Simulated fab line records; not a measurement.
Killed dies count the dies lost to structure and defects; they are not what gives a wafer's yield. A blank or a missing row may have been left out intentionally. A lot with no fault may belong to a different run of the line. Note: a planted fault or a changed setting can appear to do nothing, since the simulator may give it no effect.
fab line records + flow n5_finfet
[record]
- lots = 9
- wafers = 27
- last_day = 19
route steps=1938 shown BEOL_M0_SAQP@699 BEOL_M0@726 BEOL_M4@1111
lots that met no fault: taken from a fault-free run of the same line
start_h: start of the lot's first displayed wafer, in hours after the record's first day + wait_h: hours since the lot's step before + " as in the row above + L1.1+2: one row covering several wafers at once + - no value, or no start given + * or withheld: withheld + < > ~ a bound
route shown NAME@n: a module of which the file shows steps, and the number in the route of the first + usual: average and standard deviation across the fault-free wafers + same: alike in all rows + chamber/n: place in a boat + sites: per-site readings + _std_site: standard deviation across them + _edge_site: mean of outer sites minus mean of inner sites + radius_mm: for every site, how far away it sits from the centre of the wafer + mask NAME#n: copy n + behind: the last tool/chamber to shape the wafer + hold: the reason the lot was held/the length of the hold in hours/how it ended + device: which transistor (n, p or np) failed to switch + end of line: the same wafers' tests at the end of the route + step lacking rows: just its recipe + killed: dies lost to structure and defects at the first sort, not the wafer's yield + map: shows each die of a wafer: x if killed, . if not, _ if none is there
set.NAME: the setting the step ran with; set.NAME@STEP: the setting that earlier step ran with + model.NAME: the simulator's own value behind a step, which no gauge read
steps of the route over a sample of lots; a table a step, a row a wafer
services: the hour from which a tool's chamber was out of use, counted from the record's first day as start_h (under 0 if before that day), plus the number of hours and why
[[steps]]
[step N5_BEOL_M0_SAQP_ETCH_49]
[recipe]
- chemistry = CF4/O2
- target_depth_a = 370
- target = SiO2
- pressure_mtorr = 40
- source_w = 535
- bias_w = 49
- Ar_flow_sccm = 100
- cf4_flow_sccm = 100
- O2_flow_sccm = 10
- ion_energy_ev = 100
[usual]
- bias_w = 48.99/0.13
- drypump_motor_current_A = 5.7/0.39
- oes_ar_750_au = 0.82/0.087
- oes_product_au = 0.81/0.089
- rf_vpp_V = 239/5
- showerhead_plenum_p_Torr = 2.23/0.072
- throttle_valve_pct = 15.73/0.25
| lot.wafer | tool        | chamber | start_h | wait_h | bias_w | drypump_motor_current_A | oes_ar_750_au | oes_product_au | rf_hours_counter_h | rf_vpp_V | showerhead_plenum_p_Torr | throttle_valve_pct |
|-----------|-------------|---------|---------|--------|--------|-------------------------|---------------|----------------|--------------------|----------|--------------------------|--------------------|
| L982.3    | rie_diel-03 | 1       | 111.80  | 0.3    | 48.91  | 5.7                     | 0.72          | 0.72           | 202                | 237      | 2.26                     | 16.23              |
| L982.4    | "           | 0       | "       | "      | 48.93  | 6.2                     | 0.83          | 0.82           | 99                 | 245      | 2.21                     | 15.42              |
| L982.6    | "           | 0       | "       | "      | 48.92  | 6.2                     | 0.83          | 0.83           | -                  | 246      | 2.21                     | 15.41              |
| L985.3    | rie_diel-02 | 0       | 132.22  | 0.3    | 48.98  | 5.8                     | 0.69          | 0.68           | 227                | 236      | 2.19                     | 16.14              |
| L985.5    | "           | 1       | "       | "      | 48.77  | 5.4                     | 0.79          | 0.80           | -                  | 243      | 2.15                     | 15.73              |
| L985.6    | "           | 2       | "       | "      | 49.23  | 5.6                     | 0.82          | 0.77           | -                  | 236      | 2.04                     | 15.79              |
| L986.2    | rie_diel-03 | 1       | 138.72  | 0.3    | 49.01  | 5.8                     | 0.72          | 0.71           | 207                | 237      | 2.26                     | 16.25              |
| L986.4    | "           | 3       | "       | "      | 48.92  | 5.2                     | 0.95          | 0.94           | 19                 | 237      | 2.35                     | 15.68              |
| L986.6    | "           | 1       | "       | "      | 49.05  | 5.8                     | 0.72          | 0.71           | -                  | 238      | 2.26                     | 16.27              |
| L989.1    | rie_diel-03 | 2       | 164.07  | 0.3    | 48.99  | 6.3                     | 0.88          | 0.89           | 54                 | 240      | 2.31                     | 15.56              |
| L989.2    | "           | 3       | "       | "      | 49.11  | 5.2                     | 0.94          | 0.93           | 24                 | 238      | 2.35                     | 15.69              |
| L989.5    | "           | 3       | "       | "      | 49.26  | 5.2                     | 0.94          | 0.93           | -                  | 236      | 2.35                     | 15.70              |
| L992.2    | rie_diel-03 | 2       | 176.18  | 0.3    | 48.96  | 6.2                     | 0.88          | 0.88           | 55                 | 240      | 2.31                     | 15.56              |
| L992.4    | "           | 3       | "       | "      | 48.96  | 5.2                     | 0.93          | 0.92           | 27                 | 237      | 2.35                     | 15.71              |
| L992.5    | "           | 3       | "       | "      | 48.81  | 5.2                     | 0.93          | 0.91           | -                  | 238      | 2.35                     | 15.71              |
| L995.2    | rie_diel-06 | 2       | 189.15  | 0.3    | 49.00  | 5.2                     | 0.94          | 0.90           | 19                 | 229      | 2.26                     | 15.44              |
| L995.3    | "           | 3       | "       | "      | 48.97  | 5.4                     | 0.89          | 0.90           | 28                 | 246      | 2.16                     | 15.75              |
| L995.5    | "           | 3       | "       | "      | 48.86  | 5.4                     | 0.89          | 0.90           | -                  | 245      | 2.16                     | 15.76              |
| L996.3    | rie_diel-06 | 3       | 191.98  | 0.4    | 48.80  | 5.4                     | 0.88          | 0.90           | 29                 | 246      | 2.16                     | 15.74              |
| L996.5    | "           | 3       | "       | "      | 49.00  | 5.4                     | 0.89          | 0.90           | -                  | 245      | 2.16                     | 15.76              |
| L996.6    | "           | 2       | "       | "      | 48.86  | 5.2                     | 0.93          | 0.90           | -                  | 231      | 2.26                     | 15.44              |
| L999.1    | rie_diel-02 | 0       | 211.52  | 0.3    | 49.09  | 5.8                     | 0.68          | 0.67           | 244                | 235      | 2.18                     | 16.18              |
| L999.2    | "           | 2       | "       | "      | 48.98  | 5.6                     | 0.80          | 0.77           | 142                | 236      | 2.04                     | 15.82              |
| L999.4    | "           | 3       | "       | "      | 49.09  | 5.9                     | 0.74          | 0.74           | -                  | 245      | 2.26                     | 15.74              |
| L102.2    | rie_diel-03 | 0       | 237.30  | 0.3    | 48.77  | 6.2                     | 0.81          | 0.80           | 128                | 245      | 2.20                     | 15.49              |
| L102.3    | "           | 2       | "       | "      | 49.08  | 6.3                     | 0.85          | 0.85           | 70                 | 239      | 2.30                     | 15.58              |
| L102.4    | "           | 3       | "       | "      | 49.16  | 5.1                     | 0.91          | 0.88           | 42                 | 236      | 2.34                     | 15.72              |
[step N5_BEOL_M0_ETCH_109]
[recipe]
- chemistry = CH3F/O2
- target_depth_a = 80
- overetch_a = 24
- target = SiCN
- time_s = 27.4
- ion_energy_ev = 120
- pressure_mtorr = 30
- source_w = 395
- bias_w = 75
- Ar_flow_sccm = 150
- CH3F_flow_sccm = 30
- O2_flow_sccm = 20
[usual]
- bias_w = 75.00/0.22
- drypump_motor_current_A = 5.6/0.53
- oes_product_au = 0.68/0.067
- rf_vpp_V = 297.2/1.4
- showerhead_plenum_p_Torr = 2.00/0.046
- throttle_valve_pct = 16.13/0.17
[same]
- time_s = 27.4
| lot.wafer | tool        | chamber | start_h | wait_h | bias_w | drypump_motor_current_A | oes_product_au | rf_hours_counter_h | rf_vpp_V | showerhead_plenum_p_Torr | throttle_valve_pct |
|-----------|-------------|---------|---------|--------|--------|-------------------------|----------------|--------------------|----------|--------------------------|--------------------|
| L982.3    | rie_diel-05 | 2       | 116.17  | 0.0    | 75.53  | 5.3                     | 0.68           | 118                | 297.7    | 2.03                     | 16.04              |
| L982.4    | "           | 1       | "       | "      | 75.18  | 6.4                     | 0.78           | -                  | 295.9    | 1.97                     | 15.91              |
| L982.6    | "           | 2       | "       | "      | 75.01  | 5.4                     | 0.65           | -                  | 297.2    | 2.03                     | 16.04              |
| L985.3    | rie_diel-05 | 1       | 134.65  | 0.0    | 75.38  | 6.4                     | 0.78           | 20                 | 295.9    | 1.97                     | 15.91              |
| L985.5    | "           | 2       | "       | "      | 74.70  | 5.4                     | 0.66           | -                  | 298.5    | 2.03                     | 16.06              |
| L985.6    | "           | 1       | "       | "      | 75.44  | 6.4                     | 0.78           | -                  | 296.7    | 1.97                     | 15.93              |
| L986.2    | rie_diel-01 | 3       | 142.94  | 0.0    | 75.49  | 5.6                     | 0.73           | 48                 | 296.0    | 1.95                     | 15.87              |
| L986.4    | "           | 1       | "       | "      | 75.14  | 5.1                     | 0.63           | 148                | 300.5    | 2.09                     | 16.26              |
| L986.6    | "           | 2       | "       | "      | 75.38  | 5.2                     | 0.60           | -                  | 295.2    | 1.91                     | 16.26              |
| L989.1    | rie_diel-05 | 0       | 169.61  | 0.1    | 74.95  | 5.3                     | 0.68           | 97                 | 297.6    | 2.02                     | 16.17              |
| L989.2    | "           | 3       | "       | "      | 75.11  | 5.2                     | 0.83           | 13                 | 296.1    | 1.96                     | 16.00              |
| L989.5    | "           | 3       | "       | "      | 75.26  | 5.2                     | 0.81           | -                  | 297.4    | 1.96                     | 15.98              |
| L992.2    | rie_diel-05 | 0       | 183.12  | 0.1    | 75.21  | 5.2                     | 0.67           | 100                | 298.1    | 2.02                     | 16.18              |
| L992.4    | "           | 3       | "       | "      | 62.86  | 5.2                     | 0.78           | 16                 | 265.0    | 1.96                     | 16.00              |
| L992.5    | "           | 1       | "       | "      | 74.85  | 6.4                     | 0.73           | -                  | 297.0    | 1.96                     | 15.93              |
| L995.2    | rie_diel-04 | 3       | 191.26  | 0.0    | 74.60  | 6.5                     | 0.60           | 212                | 299.9    | 2.05                     | 16.12              |
| L995.3    | "           | 2       | "       | "      | 75.38  | 4.9                     | 0.63           | 144                | 297.3    | 2.01                     | 15.99              |
| L995.5    | "           | 2       | "       | "      | 75.40  | 4.9                     | 0.65           | -                  | 296.9    | 2.01                     | 16.00              |
| L996.3    | rie_diel-04 | 2       | 194.38  | 0.0    | 75.00  | 4.9                     | 0.65           | 144                | 297.4    | 2.01                     | 15.98              |
| L996.5    | "           | 2       | "       | "      | 74.64  | 4.9                     | 0.63           | -                  | 298.0    | 2.01                     | 15.99              |
| L996.6    | "           | 1       | "       | "      | 74.85  | 6.4                     | 0.77           | -                  | 295.8    | 2.04                     | 16.29              |
| L999.1    | rie_diel-01 | 1       | 213.56  | 0.0    | 74.93  | 5.0                     | 0.63           | 169                | 298.8    | 2.08                     | 16.32              |
| L999.2    | "           | 3       | "       | "      | 75.34  | 5.6                     | 0.71           | 69                 | 296.7    | 1.94                     | 15.90              |
| L999.4    | "           | 1       | "       | "      | 74.91  | 5.0                     | 0.64           | -                  | 297.8    | 2.08                     | 16.32              |
| L102.2    | rie_diel-04 | 2       | 239.79  | 0.2    | 75.14  | 4.9                     | 0.64           | 160                | 297.0    | 2.00                     | 16.01              |
| L102.3    | "           | 1       | "       | "      | 74.71  | 6.4                     | 0.72           | 50                 | 298.0    | 2.04                     | 16.34              |
| L102.4    | "           | 3       | "       | "      | 74.86  | 6.5                     | 0.60           | 224                | 298.1    | 2.05                     | 16.15              |
[step N5_BEOL_M0_ALD_136]
[recipe]
- material = TaN
- target_thk_a = *
- temp_c = 275
- ald_precursor_family = PDMAT
- ald_co_reactant = NH3
- pressure_torr = 3
- carrier_flow_sccm = 1500
- pulse_time_s = 2
- purge_time_s = 3
- co_reactant_purge_time_s = 2
- co_reactant_pulse_time_s = 3
- ald_cycles = 30
- precursor_vessel_temp_c = 75
- precursor_vessel_pressure_torr = 26.25
- precursor_vessel_carrier_sccm = 1000
[usual]
- heater_power_w = 410/39
- precursor_vessel_pressure_torr = 26.24/0.054
| lot.wafer | tool         | chamber | start_h | wait_h | heater_power_w | precursor_vessel_pressure_torr |
|-----------|--------------|---------|---------|--------|----------------|--------------------------------|
| L982.3    | ald_metal-03 | 2       | 116.45  | 0.0    | 438            | 26.22                          |
| L982.4    | "            | 3       | "       | "      | 445            | 26.25                          |
| L982.6    | "            | 1       | "       | "      | 400            | 26.21                          |
| L985.3    | ald_metal-01 | 0       | 135.06  | 0.1    | 399            | 26.25                          |
| L985.5    | "            | 0       | "       | "      | 405            | 26.11                          |
| L985.6    | "            | 3       | "       | "      | 374            | 26.18                          |
| L986.2    | ald_metal-03 | 0       | 143.59  | 0.2    | 386            | 26.22                          |
| L986.4    | "            | 1       | "       | "      | 394            | 26.20                          |
| L986.6    | "            | 0       | "       | "      | 394            | 26.32                          |
| L989.1    | ald_metal-01 | 2       | 169.93  | 0.0    | 412            | 26.18                          |
| L989.2    | "            | 3       | "       | "      | 370            | 26.20                          |
| L989.5    | "            | 2       | "       | "      | 411            | 26.16                          |
| L992.2    | ald_metal-02 | 2       | 184.88  | 0.0    | 360            | 26.12                          |
| L992.4    | "            | 1       | "       | "      | 399            | 26.28                          |
| L992.5    | "            | 1       | "       | "      | 408            | 26.31                          |
| L995.2    | ald_metal-01 | 3       | 191.59  | 0.1    | 359            | 26.23                          |
| L995.3    | "            | 0       | "       | "      | 410            | 26.30                          |
| L995.5    | "            | 0       | "       | "      | 404            | 26.25                          |
| L996.3    | ald_metal-02 | 1       | 194.70  | 0.0    | 403            | 26.28                          |
| L996.5    | "            | 1       | "       | "      | 394            | 26.24                          |
| L996.6    | "            | 0       | "       | "      | 476            | 26.32                          |
| L999.1    | ald_metal-01 | 1       | 214.46  | 0.3    | 376            | 26.21                          |
| L999.2    | "            | 2       | "       | "      | 397            | 26.31                          |
| L999.4    | "            | 3       | "       | "      | 376            | 26.23                          |
| L102.2    | ald_metal-01 | 2       | 240.78  | 0.2    | 413            | 26.20                          |
| L102.3    | "            | 3       | "       | "      | 367            | 26.30                          |
| L102.4    | "            | 1       | "       | "      | 370            | 26.14                          |
[step N5_BEOL_M0_ANNEAL_117]
[recipe]
- temp_c = 400
- time_s = 60
- ambient = vacuum
[usual]
- heater_power_w = 830/88
[same]
- time_s = 60
| lot.wafer | tool           | chamber | start_h | wait_h | heater_power_w |
|-----------|----------------|---------|---------|--------|----------------|
| L982.3    | pvd_sputter-02 | -       | 117.02  | 0.0    | 972            |
| L982.4    | "              | -       | "       | "      | 780            |
| L982.6    | "              | -       | "       | "      | 1027           |
| L985.3    | pvd_sputter-01 | -       | 139.72  | 0.0    | 805            |
| L985.5    | "              | -       | "       | "      | 851            |
| L985.6    | "              | -       | "       | "      | 801            |
| L986.2    | pvd_sputter-01 | -       | 145.79  | 0.0    | 802            |
| L986.4    | "              | -       | "       | "      | 802            |
| L986.6    | "              | -       | "       | "      | 805            |
| L989.1    | pvd_sputter-02 | -       | 170.46  | 0.0    | 1014           |
| L989.2    | "              | -       | "       | "      | 772            |
| L989.5    | "              | -       | "       | "      | 785            |
| L992.2    | pvd_sputter-03 | -       | 185.54  | 0.0    | 746            |
| L992.4    | "              | -       | "       | "      | 809            |
| L992.5    | "              | -       | "       | "      | 736            |
| L995.2    | pvd_sputter-02 | -       | 193.94  | 0.0    | 1040           |
| L995.3    | "              | -       | "       | "      | 943            |
| L995.5    | "              | -       | "       | "      | 767            |
| L996.3    | pvd_sputter-02 | -       | 195.20  | 0.0    | 1049           |
| L996.5    | "              | -       | "       | "      | 774            |
| L996.6    | "              | -       | "       | "      | 771            |
| L999.1    | pvd_sputter-01 | -       | 216.29  | 0.0    | 803            |
| L999.2    | "              | -       | "       | "      | 849            |
| L999.4    | "              | -       | "       | "      | 792            |
| L102.2    | pvd_sputter-01 | -       | 241.27  | 0.0    | 824            |
| L102.3    | "              | -       | "       | "      | 796            |
| L102.4    | "              | -       | "       | "      | 835            |
[step N5_BEOL_M4_RC_MEAS_101]
[usual]
- DIBL_N = 37.1/2.6
- DIBL_P = 38/3
- IOFF_N = 0.18/0.052
- IOFF_P = 0.25/0.06
- ION_N = 678/15
- ION_P = 467/8.6
- SS_N = 71.7/0.73
- SS_P = 73.7/0.89
- VT_N = 249/4.3
- VT_P = -248/3.8
| lot.wafer | tool      | chamber | start_h | wait_h | DIBL_N[mV/V] | DIBL_P[mV/V] | IOFF_N[nA/um] | IOFF_P[nA/um] | ION_N[uA/um] | ION_P[uA/um] | SS_N[mV/dec] | SS_P[mV/dec] | VT_N[mV] | VT_P[mV] |
|-----------|-----------|---------|---------|--------|--------------|--------------|---------------|---------------|--------------|--------------|--------------|--------------|----------|----------|
| L982.3    | prober-01 | 0       | 231.10  | 0.3    | 33.4         | 34           | 0.13          | 0.20          | 648          | 455          | 72.0         | 72.2         | 254      | -247     |
| L982.4    | "         | 0       | "       | "      | 32.1         | 32           | 0.12          | 0.16          | 659          | 458          | 70.9         | 71.6         | 253      | -252     |
| L982.6    | "         | 0       | "       | "      | 32.3         | 33           | 0.10          | 0.17          | 648          | 454          | 70.4         | 71.5         | 260      | -251     |
| L985.3    | prober-01 | 0       | 257.73  | 0.7    | 37.3         | 39           | 0.21          | 0.29          | 708          | 478          | 71.3         | 74.5         | 242      | -242     |
| L985.5    | "         | 0       | "       | "      | 36.6         | 36           | 0.16          | 0.23          | 683          | 467          | 72.1         | 73.8         | 248      | -246     |
| L985.6    | "         | 0       | "       | "      | 36.6         | 38           | 0.18          | 0.29          | 682          | 476          | 70.9         | 74.0         | 243      | -243     |
| L989.1    | prober-02 | 0       | 265.89  | 0.1    | 37.1         | 39           | 0.18          | 0.24          | 674          | 463          | 72.0         | 74.2         | 250      | -248     |
| L989.2    | "         | 0       | "       | "      | 38.0         | 41           | 0.21          | 0.29          | 686          | 476          | 71.8         | 74.3         | 249      | -247     |
| L989.5    | "         | 0       | "       | "      | 34.7         | 37           | 0.14          | 0.21          | 667          | 463          | 70.5         | 73.3         | 252      | -247     |
| L986.2    | prober-02 | 0       | 282.47  | 0.2    | 40.6         | 39           | 0.20          | 0.30          | 661          | 466          | 73.0         | 74.1         | 248      | -244     |
| L986.4    | "         | 0       | "       | "      | 38.6         | 38           | 0.19          | 0.30          | 674          | 477          | 71.6         | 74.0         | 247      | -243     |
| L986.6    | "         | 0       | "       | "      | 39.5         | 37           | 0.19          | 0.26          | 692          | 475          | 71.4         | 73.9         | 248      | -247     |
| L992.2    | prober-02 | 0       | 312.80  | 0.2    | 35.7         | 36           | 0.15          | 0.21          | 657          | 456          | 70.7         | 73.2         | 250      | -249     |
| L992.4    | "         | 0       | "       | "      | 35.8         | 39           | 0.15          | 0.27          | 663          | 469          | 71.8         | 73.0         | 251      | -248     |
| L992.5    | "         | 0       | "       | "      | 34.1         | 35           | 0.13          | 0.20          | 658          | 461          | 71.4         | 72.5         | 253      | -252     |
| L996.3    | prober-02 | 0       | 316.35  | 0.3    | 38.4         | 40           | 0.22          | 0.28          | 711          | 479          | 72.2         | 73.7         | 246      | -248     |
| L996.5    | "         | 0       | "       | "      | 38.2         | 39           | 0.21          | 0.25          | 687          | 465          | 71.8         | 73.8         | 247      | -250     |
| L996.6    | "         | 0       | "       | "      | 38.4         | 41           | 0.22          | 0.30          | 685          | 471          | 72.6         | 74.4         | 246      | -246     |
| L995.2    | prober-02 | 0       | 323.27  | 0.2    | 36.4         | 36           | 0.15          | 0.20          | 684          | 466          | 71.6         | 73.5         | 252      | -252     |
| L995.3    | "         | 0       | "       | "      | 32.7         | 31           | 0.10          | 0.17          | 666          | 463          | 70.4         | 72.9         | 257      | -253     |
| L995.5    | "         | 0       | "       | "      | 35.0         | 33           | 0.13          | 0.17          | 664          | 455          | 71.5         | 72.6         | 257      | -254     |
| L999.1    | prober-02 | 0       | 326.89  | 0.0    | 36.8         | 38           | 0.15          | 0.25          | 675          | 469          | 71.2         | 73.1         | 253      | -245     |
| L999.2    | "         | 0       | "       | "      | 37.6         | 39           | 0.18          | 0.29          | 680          | 478          | 71.5         | 73.6         | 247      | -245     |
| L999.4    | "         | 0       | "       | "      | 42.1         | 43           | 0.30          | 0.40          | 712          | 482          | 72.6         | 75.5         | 241      | -240     |
| L102.2    | prober-02 | 0       | 351.22  | 0.2    | 38.0         | 38           | 0.18          | 0.25          | 675          | 464          | 72.1         | 73.6         | 250      | -248     |
| L102.3    | "         | 0       | "       | "      | 33.1         | 34           | 0.10          | 0.17          | 655          | 458          | 70.9         | 73.0         | 258      | -255     |
| L102.4    | "         | 0       | "       | "      | 35.1         | 35           | 0.13          | 0.18          | 666          | 455          | 71.4         | 73.5         | 253      | -253     |
[[services]]
| tool           | chamber | start_h | hours | kind   |
|----------------|---------|---------|-------|--------|
| pvd_sputter-01 | -       | 102.01  | 15.5  | repair |
| ald_metal-02   | 2       | 104.99  | 4.0   | repair |
| rie_diel-06    | -       | 105.21  | 0.6   | repair |
| rie_diel-01    | 1       | 110.94  | 3.2   | repair |
| pvd_sputter-02 | -       | 118.55  | 0.5   | repair |
| ald_metal-02   | 3       | 120.42  | 5.9   | repair |
| rie_diel-01    | -       | 123.84  | 1.0   | repair |
| rie_diel-02    | 1       | 124.87  | 2.3   | repair |
| rie_diel-04    | 0       | 130.04  | 8.7   | repair |
| pvd_sputter-01 | -       | 147.54  | 3.7   | repair |
| rie_diel-01    | -       | 147.93  | 0.5   | repair |
| rie_diel-05    | -       | 177.06  | 2.8   | pm     |
| pvd_sputter-02 | -       | 184.70  | 1.4   | repair |
| rie_diel-05    | -       | 188.93  | 0.2   | repair |
| ald_metal-01   | -       | 196.00  | 2.9   | repair |
| ald_metal-02   | 3       | 199.23  | 4.6   | repair |
| ald_metal-03   | -       | 202.21  | 8.7   | pm     |
| rie_diel-02    | 1       | 203.70  | 9.6   | repair |
| rie_diel-04    | 3       | 206.48  | 9.8   | repair |
| rie_diel-01    | 0       | 208.40  | 5.3   | repair |
| rie_diel-05    | -       | 208.65  | 0.6   | repair |
| rie_diel-02    | 0       | 216.37  | 5.1   | repair |
| rie_diel-01    | 3       | 226.33  | 4.3   | repair |
| rie_diel-05    | 1       | 232.14  | 1.4   | repair |
[[key]]
[first_sign]
- step = N5_BEOL_M0_ETCH_109
- reading = bias_w
- direction = down
- sigmas = 55
- usual = *
- struck = *
[effect]
- step = N5_BEOL_M0_ETCH_109
- reading = rf_vpp_V
- direction = down
- sigmas = 23
- usual = 297.2
- struck = 265.0
met_at N5_BEOL_M0_ETCH_109
struck_lots L992
struck_wafers L992.4
not_acting_at N5_BEOL_M0_SAQP_ETCH_49,N5_BEOL_M0_ALD_136,N5_BEOL_M0_ANNEAL_117
onset_between 169.61 183.12
[fault]
- kind = process_parameter_drift
- tool = rie_diel-05
- chamber = 3
- onset_h = 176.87
- steps = N5_BEOL_M0_ETCH_109
- channel = bias_w
- offset = *
- shape = step
- end_h = 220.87
- acts_in = *
- stated = *
